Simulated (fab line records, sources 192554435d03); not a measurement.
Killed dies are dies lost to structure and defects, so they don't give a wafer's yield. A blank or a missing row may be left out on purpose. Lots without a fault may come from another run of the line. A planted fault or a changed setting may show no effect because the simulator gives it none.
Which tool did it? | flow n5_finfet | 9 lots, 26 wafers sampled, at 5 steps of a route of 1938

WHAT THE GAUGES READ, wafer by wafer
N5_MOL_CONTACT_COAG_CD_MEAS_137: target cd 16 nm. Usual: cd_nm 15.7 nm, standard deviation 0.48.
lot  | measured     | on        | cd_nm (nm)     | flag
L337 | day 5 08:59  | cd_sem-01 | 15.3 15.8 15.8 |
L339 | day 6 00:23  | cd_sem-02 | 15.9 16.4 16.6 |
L342 | day 6 12:53  | cd_sem-02 | 15.8 15.0 16.1 |
L343 | day 6 20:49  | cd_sem-02 | 15.5 15.2 16.0 |
L348 | day 8 06:14  | cd_sem-01 | 15.8 16.0 15.5 |
L352 | day 9 03:43  | cd_sem-01 | 16.3 15.9 16.6 |
L355 | day 9 19:07  | cd_sem-03 | 15.5 15.3 16.1 |
L357 | day 10 09:47 | cd_sem-02 | 15.7 15.6 15.4 |
L358 | day 10 16:07 | cd_sem-03 | 16.1 15.4      |

N5_BEOL_M4_RC_MEAS_101. Usual: DIBL_N 35.0 mV/V, standard deviation 2.4; DIBL_P 35.4 mV/V, standard deviation 2.8; IOFF_N 0.14 nA/um, standard deviation 0.045; IOFF_P 0.20 nA/um, standard deviation 0.048; ION_N 667 uA/um, standard deviation 19; ION_P 460 uA/um, standard deviation 11; SS_N 71.2 mV/dec, standard deviation 0.71; SS_P 73.1 mV/dec, standard deviation 0.86; VT_N 252 mV, standard deviation 4.6; VT_P -251 mV, standard deviation 3.4.
lot  | measured     | on        | DIBL_N (mV/V)  | DIBL_P (mV/V)  | IOFF_N (nA/um) | IOFF_P (nA/um) | ION_N (uA/um) | ION_P (uA/um) | SS_N (mV/dec)  | SS_P (mV/dec)  | VT_N (mV)   | VT_P (mV)      | flag
L337 | day 8 04:34  | prober-02 | 36.5 33.4 36.5 | 37.5 33.1 38.6 | 0.17 0.12 0.18 | 0.24 0.17 0.25 | 679 663 687   | 464 456 474   | 71.8 70.4 72.3 | 73.7 72.9 74.1 | 250 253 248 | -249 -252 -248 |
L339 | day 8 14:15  | prober-02 | 37.4 37.7 38.5 | 38.2 37.8 39.6 | 0.21 0.21 0.21 | 0.25 0.24 0.27 | 689 677 676   | 473 462 464   | 72.0 71.7 71.7 | 73.7 74.5 74.2 | 246 246 247 | -248 -248 -248 |
L342 | day 9 16:17  | prober-02 | 42.5 38.6 32.1 | 42.8 37.4 28.8 | 0.35 0.20 0.09 | 0.39 0.24 0.13 | 724 685 630   | 490 470 441   | 73.3 71.9 70.5 | 75.2 74.0 70.5 | 239 246 260 | -242 -247 -256 |
L343 | day 9 12:47  | prober-02 | 35.1 37.5 36.2 | 33.5 37.5 37.8 | 0.12 0.18 0.16 | 0.18 0.23 0.27 | 644 682 666   | 447 466 462   | 71.4 71.3 71.3 | 72.5 74.2 73.7 | 254 248 251 | -253 -246 -248 |
L348 | day 10 22:53 | prober-02 | 34.3 32.4 35.7 | 35.8 33.3 38.3 | 0.14 0.12 0.16 | 0.20 0.17 0.24 | 673 661 665   | 469 462 465   | 71.1 70.8 71.5 | 73.4 72.3 73.6 | 251 253 250 | -251 -253 -250 |
L352 | day 11 16:36 | prober-02 | 34.4 29.6 33.6 | 35.0 28.2 33.9 | 0.13 0.07 0.12 | 0.22 0.13 0.20 | 682 629 671   | 480 446 471   | 71.5 69.8 70.3 | 72.7 70.5 72.4 | 251 260 253 | -248 -255 -247 |
L355 | day 12 12:53 | prober-02 | 39.2 34.4 37.5 | 41.4 30.3 36.4 | 0.22 0.11 0.17 | 0.33 0.14 0.21 | 688 631 666   | 483 437 456   | 71.9 71.8 71.4 | 74.8 72.3 74.4 | 243 258 249 | -246 -258 -252 |
L357 | day 12 19:49 | prober-02 | 33.8 37.8 33.6 | 35.2 39.5 34.3 | 0.10 0.16 0.10 | 0.16 0.23 0.16 | 665 661 664   | 462 454 458   | 71.1 72.3 72.0 | 72.1 73.1 72.7 | 259 252 258 | -256 -250 -255 |
L358 | day 13 14:25 | prober-02 | 33.1 36.3      | 36.2 39.3      | 0.12 0.19      | 0.18 0.23      | 654 702       | 457 479       | 71.3 72.0      | 72.9 74.1      | 253 243     | -251 -248      |

WHICH TOOL RAN EACH LOT (tool, then ch and the chambers of the sampled wafers, then the start)
lot  | N5_MOL_CONTACT_COAG_ETCHBACK_136   | N5_MOL_CONTACT_COAG_VIA_ETCH_117   | N5_MOL_CONTACT_COAG_STRIP_72
L337 | rie_diel-05 ch 1,2, day 5 10:24    | rie_diel-05 ch 1,2, day 5 10:26    | rie_diel-05 ch 1,2, day 5 10:34
L339 | rie_diel-05 ch 1,2,3, day 6 02:21  | rie_diel-05 ch 1,2,3, day 6 02:23  | rie_diel-05 ch 1,2,3, day 6 02:31
L342 | rie_diel-03 ch 0,2,3, day 6 14:20  | rie_diel-03 ch 0,2,3, day 6 14:22  | rie_diel-03 ch 0,2,3, day 6 14:29
L343 | rie_diel-03 ch 0,1, day 6 21:43    | rie_diel-03 ch 0,1, day 6 21:45    | rie_diel-03 ch 0,1, day 6 21:52
L348 | rie_diel-03 ch 0,1,2, day 8 07:47  | rie_diel-03 ch 0,1,2, day 8 07:49  | rie_diel-03 ch 0,1,2, day 8 07:56
L352 | rie_diel-03 ch 1,2,3, day 9 04:43  | rie_diel-03 ch 1,2,3, day 9 04:45  | rie_diel-03 ch 1,2,3, day 9 04:52
L355 | rie_diel-05 ch 0,1,2, day 9 20:09  | rie_diel-05 ch 0,1,2, day 9 20:11  | rie_diel-05 ch 0,1,2, day 9 20:18
L357 | rie_diel-04 ch 0,1,3, day 10 11:50 | rie_diel-04 ch 0,1,3, day 10 11:52 | rie_diel-04 ch 0,1,3, day 10 11:59
L358 | rie_diel-05 ch 1,2, day 10 17:14   | rie_diel-05 ch 1,2, day 10 17:16   | rie_diel-05 ch 1,2, day 10 17:23
- N5_MOL_CONTACT_COAG_ETCHBACK_136: etches SiO2 in CHF3, target depth 25 nm, time 16.7 s.
- N5_MOL_CONTACT_COAG_VIA_ETCH_117: etches SiO2 in C4F6/O2, target depth 40 nm, overetch 8 nm, time 26 s.
- N5_MOL_CONTACT_COAG_STRIP_72: strips in N2/H2.

WHAT THE TOOLS THEMSELVES READ (means of the sampled wafers that have a number; where no wafer has one, the mark that the record gives instead)
N5_MOL_CONTACT_COAG_ETCHBACK_136. Usual: drypump_motor_current_A 5.8 A, standard deviation 0.46; oes_product_au 0.79 a.u., standard deviation 0.099; rf_vpp_V 529 V, standard deviation 13; showerhead_plenum_p_Torr 2.36 Torr, standard deviation 0.11; throttle_valve_pct 18.71 %, standard deviation 0.25.
lot  | tool        | drypump_motor_current_A (A) | oes_product_au (a.u.) | rf_vpp_V (V) | showerhead_plenum_p_Torr (Torr) | throttle_valve_pct (%) | flag
L337 | rie_diel-05 | 6.4                         | 0.70                  | 546          | 2.25                            | 18.76                  |
L339 | rie_diel-05 | 6.3                         | 0.75                  | 537          | 2.35                            | 18.67                  |
L342 | rie_diel-03 | 5.3                         | 0.82                  | 528          | 2.41                            | 18.66                  |
L343 | rie_diel-03 | 5.9                         | 0.83                  | 525          | 2.40                            | 18.94                  |
L348 | rie_diel-03 | 5.6                         | 0.82                  | 528          | 2.39                            | 18.82                  |
L352 | rie_diel-03 | 5.5                         | 0.75                  | 526          | 2.32                            | 18.91                  |
L355 | rie_diel-05 | 6.2                         | 0.88                  | 540          | 2.36                            | 18.53                  |
L357 | rie_diel-04 | 5.2                         | 0.87                  | 532          | 2.40                            | 18.55                  |
L358 | rie_diel-05 | 6.4                         | 0.83                  | 546          | 2.38                            | 18.61                  |

N5_MOL_CONTACT_COAG_VIA_ETCH_117. Usual: bias_w 455.0 W, standard deviation 1.2; drypump_motor_current_A 5.8 A, standard deviation 0.47; oes_product_au 0.70 a.u., standard deviation 0.073; rf_vpp_V 1600 V, standard deviation 37; showerhead_plenum_p_Torr 2.82 Torr, standard deviation 0.13; throttle_valve_pct 40.9 %, standard deviation 0.54.
lot  | tool        | bias_w (W) | drypump_motor_current_A (A) | oes_product_au (a.u.) | rf_vpp_V (V) | showerhead_plenum_p_Torr (Torr) | throttle_valve_pct (%) | flag
L337 | rie_diel-05 | 453.8      | 6.4                         | 0.63                  | 1648         | 2.68                            | 40.2                   |
L339 | rie_diel-05 | 454.7      | 6.2                         | 0.68                  | 1622         | 2.80                            | 40.6                   |
L342 | rie_diel-03 | 455.2      | 5.3                         | 0.71                  | 1596         | 2.87                            | 40.9                   |
L343 | rie_diel-03 | 454.9      | 5.9                         | 0.71                  | 1588         | 2.86                            | 41.6                   |
L348 | rie_diel-03 | 523.2      | 5.6                         | 0.71                  | 1768         | 2.85                            | 41.4                   | OFF
L352 | rie_diel-03 | 523.5      | 5.5                         | 0.67                  | 1764         | 2.77                            | 41.0                   | OFF
L355 | rie_diel-05 | 454.4      | 6.2                         | 0.78                  | 1635         | 2.81                            | 40.6                   |
L357 | rie_diel-04 | 454.3      | 5.2                         | 0.76                  | 1609         | 2.87                            | 40.9                   |
L358 | rie_diel-05 | 454.6      | 6.4                         | 0.74                  | 1650         | 2.84                            | 40.5                   |

N5_MOL_CONTACT_COAG_STRIP_72. Usual: drypump_motor_current_A 5.8 A, standard deviation 0.46; oes_product_au 0.79 a.u., standard deviation 0.098; rf_vpp_V 59.1 V, standard deviation 2; showerhead_plenum_p_Torr 2.52 Torr, standard deviation 0.12; throttle_valve_pct 23.53 %, standard deviation 0.2.
lot  | tool        | drypump_motor_current_A (A) | oes_product_au (a.u.) | rf_vpp_V (V) | showerhead_plenum_p_Torr (Torr) | throttle_valve_pct (%) | flag
L337 | rie_diel-05 | 6.4                         | 0.70                  | 58.5         | 2.41                            | 23.32                  |
L339 | rie_diel-05 | 6.2                         | 0.76                  | 61.0         | 2.52                            | 23.50                  |
L342 | rie_diel-03 | 5.3                         | 0.82                  | 58.8         | 2.56                            | 23.44                  |
L343 | rie_diel-03 | 5.8                         | 0.83                  | 58.3         | 2.51                            | 23.43                  |
L348 | rie_diel-03 | 5.6                         | 0.81                  | 60.2         | 2.52                            | 23.42                  |
L352 | rie_diel-03 | 5.6                         | 0.75                  | 57.8         | 2.45                            | 23.54                  |
L355 | rie_diel-05 | 6.2                         | 0.88                  | 58.7         | 2.53                            | 23.38                  |
L357 | rie_diel-04 | 5.2                         | 0.86                  | 58.6         | 2.57                            | 23.48                  |
L358 | rie_diel-05 | 6.4                         | 0.84                  | 60.2         | 2.56                            | 23.36                  |

THE ANSWER, worked out from the rows above alone
Rule: a lot is off if the mean of its wafers that have a number lies more than 3 standard deviations from the usual mean. A lot without any number at a reading at which 4 lots or more have one is off too. The other lots that the step has rows for count as sound. The gauges are gone through in route order, then the tools' own readings, and for those a lot's mean is taken as printed above. The first step at which some lot is off is used, and at that step the reading that is off furthest; a lot without a number counts as furthest.
Off: L348, L352, at N5_MOL_CONTACT_COAG_VIA_ETCH_117 (bias_w).
A tool fits if, at that step or a process step before it, it ran every lot that is off, and no sound lot after the first of them. One fits: rie_diel-03 at N5_MOL_CONTACT_COAG_ETCHBACK_136 and N5_MOL_CONTACT_COAG_VIA_ETCH_117. At N5_MOL_CONTACT_COAG_ETCHBACK_136 its last sound lot is L343 (day 6 21:43), its first lot that is off L348 (day 8 07:47): a fault that began between those two fits.

WHAT THE SIMULATOR HAD PUT IN
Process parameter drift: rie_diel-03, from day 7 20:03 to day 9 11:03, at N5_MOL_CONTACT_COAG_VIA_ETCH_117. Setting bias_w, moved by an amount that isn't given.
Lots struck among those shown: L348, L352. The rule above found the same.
